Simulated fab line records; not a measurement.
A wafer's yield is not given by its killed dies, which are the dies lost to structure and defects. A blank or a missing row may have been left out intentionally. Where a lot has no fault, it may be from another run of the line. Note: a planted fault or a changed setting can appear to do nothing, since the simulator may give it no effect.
Matching of chambers + flow n5 finfet + N5_BEOL_M9_DESCUM_33 on rie diel-04: 4 sister chambers
The step chemistry O2, time 7 s. 8 wafers are shown with their chamber, then 9 later ones without.

## WAFERS PAIRED WITH THEIR CHAMBERS
| wafer  | chamber | drypump motor current A (A) | throttle valve pct (%) |
|--------|---------|-----------------------------|------------------------|
| L077.3 | 1       | 4.9                         | 20.08                  |
| L084.1 | 3       | 6.0                         | 20.16                  |
| L085.2 | 0       | 5.4                         | 20.33                  |
| L085.3 | 2       | 6.0                         | 20.53                  |
| L085.6 | 1       | 4.9                         | 20.09                  |
| L086.1 | 2       | 6.0                         | 20.56                  |
| L086.3 | 3       | 6.1                         | 20.17                  |
| L086.4 | 0       | 5.4                         | 20.35                  |

## WAFERS WHOSE CHAMBER IS MISSING
| wafer  | drypump motor current A (A) | throttle valve pct (%) |
|--------|-----------------------------|------------------------|
| L091.1 | 5.0                         | 20.12                  |
| L091.3 | 5.4                         | 20.36                  |
| L091.5 | 5.4                         | 20.36                  |
| L093.3 | 4.9                         | 20.15                  |
| L093.5 | 6.1                         | 20.19                  |
| L093.6 | 6.0                         | 20.56                  |
| L096.1 | 6.0                         | 20.56                  |
| L096.5 | 6.0                         | 20.57                  |
| L096.6 | 6.1                         | 20.18                  |

## WHICH CHAMBER EACH WENT THROUGH
| wafer  | from the rows above | in truth |
|--------|---------------------|----------|
| L091.1 | 1                   | 1        |
| L091.3 | 0                   | 0        |
| L091.5 | 0                   | 0        |
| L093.3 | 1                   | 1        |
| L093.5 | 3                   | 3        |
| L093.6 | 2                   | 2        |
| L096.1 | 2                   | 2        |
| L096.5 | 2                   | 2        |
| L096.6 | 3                   | 3        |
Correct placement for 9 of the 9. Left unplaced by these rows: 0. Number placed wrongly: 0.
How it was worked out, from the rows above alone: a wafer's distance from a chamber is the root of the sum, over the readings, of the square of ((its reading less the chamber's mean) divided by the reading's scatter). The wafer belongs to the nearest chamber; if the next one is less than 2 further off, it can't be placed. For every chamber, the mean is computed from those of its wafers that are shown. The scatter: the root of (the sum of the squares of (reading less its chamber's mean) over the shown wafers, divided by (wafers less chambers)).
